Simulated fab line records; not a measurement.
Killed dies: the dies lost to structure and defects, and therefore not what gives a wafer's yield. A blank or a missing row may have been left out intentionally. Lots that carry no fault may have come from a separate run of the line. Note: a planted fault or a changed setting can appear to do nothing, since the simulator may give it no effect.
Matching of chambers | flow n5Finfet | N5_BEOL_M10_ILD_DEP_00 on pecvd-03: 3 sister chambers
The step deposits SiCOH lowk from DEMS/porogen, target thk 308.51 nm, time 58 s. 22 wafers are shown with their chamber, then 11 later ones without.

== WAFERS PAIRED WITH THEIR CHAMBERS ==
wafer  | chamber | throttleValvePct (%) | heaterPowerW (W) | rfFwdPowerW (W)
L077.1 | 0       | 13.8                 | 217              | 495.9
L077.5 | 0       | 13.5                 | 222              | 494.5
L077.6 | 1       | 13.5                 | 338              | 498.0
L081.1 | 1       | 13.5                 | 307              | 497.4
L081.2 | 2       | 12.6                 | 298              | 497.0
L081.3 | 0       | 13.7                 | 221              | 494.7
L081.4 | 1       | 13.5                 | 319              | 495.7
L081.5 | 0       | 14.0                 | 232              | 494.8
L081.6 | 2       | 12.7                 | 298              | 497.2
L083.1 | 0       | 13.7                 | 234              | 492.4
L083.2 | 1       | 13.5                 | 354              | 496.3
L083.3 | 2       | 12.8                 | 246              | 495.3
L083.4 | 2       | 12.9                 | 271              | 497.8
L083.5 | 1       | 13.6                 | 350              | 494.3
L083.6 | 0       | 13.5                 | 236              | 492.7
L084.2 | 2       | 12.8                 | 282              | 496.4
L084.4 | 1       | 13.7                 | 327              | 496.4
L084.6 | 0       | 13.7                 | 247              | 492.6
L089.1 | 1       | 13.4                 | 340              | 497.3
L089.2 | 0       | 13.6                 | 215              | 495.5
L089.3 | 2       | 12.7                 | 299              | 498.1
L090.3 | 2       | 12.8                 | 279              | 498.7

SIGNATURES, as means of the wafers listed above
reading          | chamber 0 | chamber 1 | chamber 2 | scatter within a chamber
throttleValvePct | 13.688    | 13.529    | 12.757    | 0.126
heaterPowerW     | 228.00    | 333.57    | 281.86    | 15.9
rfFwdPowerW      | 494.137   | 496.486   | 497.214   | 1.26
Rule: for each reading, subtract the chamber's mean from the wafer's reading, divide by that reading's scatter and square the result; add these up over the readings and take the root, which gives the wafer's distance from the chamber. The wafer belongs to the nearest chamber; if the next one is less than 2 further off, it can't be placed. How the scatter is found: for the shown wafers, subtract from each reading the mean of its chamber, square and add these, divide the total by (wafers less chambers), then take the root.

== WAFERS WHOSE CHAMBER IS MISSING ==
wafer  | throttleValvePct (%) | heaterPowerW (W) | rfFwdPowerW (W)
L090.4 | 12.5                 | 292              | 497.5
L090.6 | 13.5                 | 193              | 494.4
L093.1 | 12.5                 | 248              | 496.5
L093.5 | 13.5                 | 335              | 498.6
L093.6 | 13.9                 | 209              | 497.3
L091.1 | 13.6                 | 359              | 497.0
L091.2 | 12.7                 | 280              | 496.8
L091.3 | 13.7                 | 226              | 495.4
L091.4 | 13.4                 | 288              | 496.0
L091.5 | 13.8                 | 234              | 495.4
L091.6 | 13.0                 | 290              | 497.3

== WHICH CHAMBER EACH WENT THROUGH ==
wafer  | from the rows above     | in truth
L090.4 | 2                       | 2
L090.6 | 0                       | 0
L093.1 | 2                       | 2
L093.5 | 1                       | 1
L093.6 | 0                       | 0
L091.1 | 1                       | 1
L091.2 | 2                       | 2
L091.3 | 0                       | 0
L091.4 | can't be placed: 1 or 0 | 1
L091.5 | 0                       | 0
L091.6 | 2                       | 2
10 of 11 placed correctly. Not placeable from these rows: 1 (in 1, the candidates include the true chamber). Wrongly placed: 0.
